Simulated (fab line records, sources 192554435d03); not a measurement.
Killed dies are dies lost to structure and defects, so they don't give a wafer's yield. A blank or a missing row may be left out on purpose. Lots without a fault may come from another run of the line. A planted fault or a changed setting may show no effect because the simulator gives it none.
Split-lot experiment | flow n5_finfet | 7 lots, 21 wafers read, on a route of 1938 steps

THE SPLIT
At N5_SD_EPI_N_COAT_33 (time 60 s, resist thk 35 nm), the setting spin_rpm was moved away from the recipe's 1500 rpm on 5 of the 21 wafers read, by -10.8% to +4.2%. The other wafers ran this setting at the recipe's value.

FROM THE SPLIT TO THE READING: what the file shows between them, 2 steps
- N5_SD_EPI_N_DESCUM_14: chemistry O2, time 7.9 s (also split here: time_s)
- N5_SD_EPI_N_ETCH_34: etches SiARC in CF4, target depth 45.5 nm, time 75.8 s

THE READING
SiARC_of_SD_EPI_N_COAT_33.thk_nm (the simulator's own value, which no gauge read), in nm, at N5_SD_EPI_N_ETCH_35 (etches SOC in N2/H2, overetch 108 nm, time 486 s). The file gives no usual value for it. The 16 wafers here that ran the recipe average 19.8 nm, standard deviation 0.19 nm.

wafer  | tool, chamber at the split | spin_rpm as run, rpm | against the recipe | SiARC_of_SD_EPI_N_COAT_33.thk_nm, nm | against lot-mates on the recipe
L074.2 | litho_track-01, 0          | 1500                 | recipe             | 19.6                                 | -
L074.5 | litho_track-01, 0          | 1500                 | recipe             | 19.6                                 | -
L074.6 | litho_track-01, 0          | 1500                 | recipe             | 19.6                                 | -
L079.1 | litho_track-01, 0          | 1500                 | recipe             | 19.6                                 | -
L079.2 | litho_track-01, 0          | 1431                 | -4.6%              | 20.4                                 | +0.8
L079.6 | litho_track-01, 0          | 1431                 | -4.6%              | 20.6                                 | +1.0
L080.1 | litho_track-03, 0          | 1500                 | recipe             | 19.6                                 | -
L080.4 | litho_track-03, 0          | 1500                 | recipe             | 19.6                                 | -
L080.5 | litho_track-03, 0          | 1500                 | recipe             | 20                                   | -
L084.1 | litho_track-03, 0          | 1500                 | recipe             | 20                                   | -
L084.3 | litho_track-03, 0          | 1420                 | -5.3%              | 20.8                                 | +0.9
L084.6 | litho_track-03, 0          | 1500                 | recipe             | 19.8                                 | -
L087.4 | litho_track-03, 0          | 1338                 | -10.8%             | 21.8                                 | +2.0
L087.5 | litho_track-03, 0          | 1500                 | recipe             | 19.8                                 | -
L087.6 | litho_track-03, 0          | 1500                 | recipe             | 19.8                                 | -
L088.2 | litho_track-02, 0          | 1500                 | recipe             | 19.8                                 | -
L088.4 | litho_track-02, 0          | 1500                 | recipe             | 20                                   | -
L088.5 | litho_track-02, 0          | 1500                 | recipe             | 19.6                                 | -
L091.1 | litho_track-01, 0          | 1563                 | +4.2%              | 19                                   | -0.9
L091.2 | litho_track-01, 0          | 1500                 | recipe             | 19.6                                 | -
L091.4 | litho_track-01, 0          | 1500                 | recipe             | 20.2                                 | -

THE FIT
A straight line over all 21 wafers: SiARC_of_SD_EPI_N_COAT_33.thk_nm changes by -0.183 nm for each +1% of spin_rpm; r = -0.95; the points scatter about the line by 0.18 nm.
The same after taking each lot's own level away (the mean of its wafers on the recipe; 21 wafers): -0.188 nm for each +1%; r = -0.97; scatter 0.15 nm.
On that fit, the largest move of spin_rpm shifts the reading by 2 nm.
The lots' own levels span 19.60 to 19.90 nm, that is 1.6 times the standard deviation above.
So the lot-to-lot level changes the slope little: the two slopes agree.
Check: with one of the wafers moved furthest among these (-10.8%) left out of the fit, the line predicts +2.06 nm for it against its lot-mates. It came out at +2 nm against them.

OTHER SPLITS ON THESE WAFERS
These wafers also went through other splits before the reading. Each is held against what the fit with the lots' levels taken away leaves over:
other split on the same wafers            | wafers away from the commonest value | r with SiARC_of_SD_EPI_N_COAT_33.thk_nm (lot level and that fit taken away)
N5_PMOS_HMC_CHANNEL_EPI_PEB_07 peb_time_s | 5                                    | -0.03
N5_FIN_CUT_COAT_19 spin_rpm               | 8                                    | +0.09
N5_FIN_CUT_COAT_02 spin_rpm               | 5                                    | -0.04
N5_SD_EPI_N_DESCUM_14 time_s              | 11                                   | +0.09

THE WHOLE CHAIN: every reading that the file lists as answering this split, in the file's order
step                | what it does                                           | reading                                                                           | change (the file's fit)               | r (the file's)
N5_SD_EPI_N_COAT_33 | time 60 s, resist thk 35 nm                            | SiARC_of_SD_EPI_N_COAT_33.thk_nm (the simulator's own value, which no gauge read) | -0.183 nm for each +1% of the setting | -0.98
N5_SD_EPI_N_ETCH_34 | etches SiARC in CF4, target depth 45.5 nm, time 75.8 s | etch.depth_nm (the simulator's own value, which no gauge read)                    | -0.188 nm for each +1% of the setting | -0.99
N5_SD_EPI_N_ETCH_35 | etches SOC in N2/H2, overetch 108 nm, time 486 s       | SiARC_of_SD_EPI_N_COAT_33.thk_nm (the simulator's own value, which no gauge read) | -0.187 nm for each +1% of the setting | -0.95

THE FILE'S OWN FIT
SiARC_of_SD_EPI_N_COAT_33.thk_nm changes by -0.187 nm for each +1% of spin_rpm, r = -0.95.
